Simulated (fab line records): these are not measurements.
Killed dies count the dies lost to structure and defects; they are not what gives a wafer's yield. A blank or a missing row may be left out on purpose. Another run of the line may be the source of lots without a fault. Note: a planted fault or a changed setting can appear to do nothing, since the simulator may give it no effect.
What tool caused it? -- flow n5Finfet -- 29 wafers from 10 lots sampled at 4 of the route's 1938 steps

WHAT THE GAUGES READ, wafer by wafer
N5_BEOL_M4_THK_MEAS_01.
lot,measured,on,M4_ILD_THK (nm)
L523,day 7 08:52,filmMetro-02,78.3 78.8 79.5
L524,day 8 03:21,filmMetro-02,77.8 79.1 79.0
L528,day 8 17:48,filmMetro-01,79.4 78.0 78.7
L530,day 9 16:34,filmMetro-01,79.2 78.1 81.4
L532,day 9 18:04,filmMetro-01,78.5 80.0 80.6
L533,day 9 20:45,filmMetro-01,78.9 78.3 79.4
L538,day 11 12:00,filmMetro-01,145.7 142.8 144.7
L539,day 11 16:41,filmMetro-01,142.4 145.6 146.0
L541,day 11 18:39,filmMetro-02,78.9 80.3
L540,day 11 19:23,filmMetro-01,142.4 144.5 144.8

WHICH TOOL RAN EACH LOT (tool, then ch and the chambers of the sampled wafers, then the start)
lot,N5_BEOL_M3_ANNEAL_95,N5_BEOL_M3_CO_CAP_55,N5_BEOL_M4_ILD_DEP_00
L523,"pvdSputter-01, day 7 07:29","cvdCo-01 ch 1,2, day 7 08:31","pecvd-01 ch 1,2, day 7 08:47"
L524,"pvdSputter-02, day 8 01:59","cvdCo-01 ch 0,2, day 8 02:59","pecvd-01 ch 0,2, day 8 03:16"
L528,"pvdSputter-02, day 8 16:28","cvdCo-01 ch 1,2, day 8 17:29","pecvd-04 ch 0,1, day 8 17:44"
L530,"pvdSputter-02, day 9 14:57","cvdCo-01 ch 0,1,2, day 9 16:15","pecvd-03 ch 0,1, day 9 16:30"
L532,"pvdSputter-01, day 9 16:44","cvdCo-01 ch 0,1,2, day 9 17:45","pecvd-01 ch 0,1,2, day 9 17:59"
L533,"pvdSputter-01, day 9 19:25","cvdCo-02 ch 0,1,2, day 9 20:25","pecvd-04 ch 0,1, day 9 20:40"
L538,"pvdSputter-01, day 11 10:40","cvdCo-02 ch 0,1,2, day 11 11:41","pecvd-01 ch 0,2, day 11 11:56"
L539,"pvdSputter-03, day 11 15:22","cvdCo-01 ch 1,2, day 11 16:22","pecvd-01 ch 0,1, day 11 16:37"
L541,"pvdSputter-03, day 11 17:20","cvdCo-01 ch 0, day 11 18:20","pecvd-03 ch 0,2, day 11 18:35"
L540,"pvdSputter-01, day 11 18:03","cvdCo-02 ch 0,1, day 11 19:04","pecvd-01 ch 0,2, day 11 19:19"
- N5_BEOL_M3_ANNEAL_95: time 240 s.
- N5_BEOL_M3_CO_CAP_55: material Co, precursor CCTBA/H2, target thk 2 nm, time 102.1 s.
- N5_BEOL_M4_ILD_DEP_00: deposits SiOC from DEMS/O2, target thk 79 nm, time 15.3 s.

THE ANSWER, worked out from the rows above alone
Rule: the usual values come from the lots themselves. The widest of any qualifying gaps counts: lots, ordered by their means at a reading, are off when they make up no more than a third of the lots, leave a main group of 4 or more, and stand apart from it by 3 or more times the standard deviation of that group's means. Not used: any main group whose means are identical at the precision the tables above print for the reading. Also off: a lot with no number at a reading for which 4 or more lots have one. Any other lot the step has rows for is counted as sound.
Off: at N5_BEOL_M4_THK_MEAS_01 (M4_ILD_THK), L538, L539, L540. Mean 79.1 nm and standard deviation 0.43 in the main group.
A tool fits if, at a process step before that reading, it ran every lot that is off, and no sound lot after the first of them. Gauges at N5_BEOL_M4_THK_MEAS_01: tried the same way as those tools. Undecided on this evidence; 2 tools fit (pecvd-01 at N5_BEOL_M4_ILD_DEP_00, filmMetro-01 at N5_BEOL_M4_THK_MEAS_01).

WHAT WAS PUT IN BY THE SIMULATOR
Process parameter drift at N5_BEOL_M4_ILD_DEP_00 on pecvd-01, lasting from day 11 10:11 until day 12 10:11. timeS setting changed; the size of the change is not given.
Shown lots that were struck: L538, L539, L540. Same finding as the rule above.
